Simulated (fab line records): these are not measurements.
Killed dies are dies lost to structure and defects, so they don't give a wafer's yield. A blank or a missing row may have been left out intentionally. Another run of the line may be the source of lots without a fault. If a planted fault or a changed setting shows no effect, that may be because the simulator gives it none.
Chamber matching || flow nand-harc || 4 sister chambers for NHARC_A_BLC_STRIP_21 on rie-diel-13
The step strips in O2. 4 wafers are shown with their chamber, then 9 later ones without.

## WAFERS WITH THEIR CHAMBER
{"wafer": "L110.5", "chamber": 3, "showerhead-plenum-p-Torr (Torr)": 3.59}
{"wafer": "L110.6", "chamber": 2, "showerhead-plenum-p-Torr (Torr)": 3.43}
{"wafer": "L114.3", "chamber": 0, "showerhead-plenum-p-Torr (Torr)": 3.39}
{"wafer": "L114.6", "chamber": 1, "showerhead-plenum-p-Torr (Torr)": 3.73}

## WAFERS MISSING THEIR CHAMBER
{"wafer": "L115.1", "showerhead-plenum-p-Torr (Torr)": 3.73}
{"wafer": "L115.4", "showerhead-plenum-p-Torr (Torr)": 3.43}
{"wafer": "L115.6", "showerhead-plenum-p-Torr (Torr)": 3.43}
{"wafer": "L119.1", "showerhead-plenum-p-Torr (Torr)": 3.72}
{"wafer": "L119.2", "showerhead-plenum-p-Torr (Torr)": 3.43}
{"wafer": "L119.4", "showerhead-plenum-p-Torr (Torr)": 3.39}
{"wafer": "L121.4", "showerhead-plenum-p-Torr (Torr)": 3.39}
{"wafer": "L121.5", "showerhead-plenum-p-Torr (Torr)": 3.72}
{"wafer": "L121.6", "showerhead-plenum-p-Torr (Torr)": 3.43}

## WHICH CHAMBER EACH WENT THROUGH
{"wafer": "L115.1", "from the rows above": 1, "in truth": 1}
{"wafer": "L115.4", "from the rows above": 2, "in truth": 2}
{"wafer": "L115.6", "from the rows above": 2, "in truth": 2}
{"wafer": "L119.1", "from the rows above": 1, "in truth": 1}
{"wafer": "L119.2", "from the rows above": 2, "in truth": 2}
{"wafer": "L119.4", "from the rows above": 0, "in truth": 0}
{"wafer": "L121.4", "from the rows above": 0, "in truth": 0}
{"wafer": "L121.5", "from the rows above": 1, "in truth": 1}
{"wafer": "L121.6", "from the rows above": 2, "in truth": 2}
9 of 9 placed correctly. From these rows, 0 cannot be placed. 0 placed wrongly.
How it was worked out, from the rows above alone: a wafer's distance from a chamber is the root of the sum, over the readings, of the square of ((its reading less the chamber's mean) divided by the reading's scatter). The wafer belongs to the nearest chamber; if the next one is less than 2 further off, it can't be placed. The mean given for a chamber averages the wafers shown for that chamber. The scatter (one wafer shown for each chamber): square how far every hidden wafer sits from the nearest shown wafer, average those squares and take the square root.
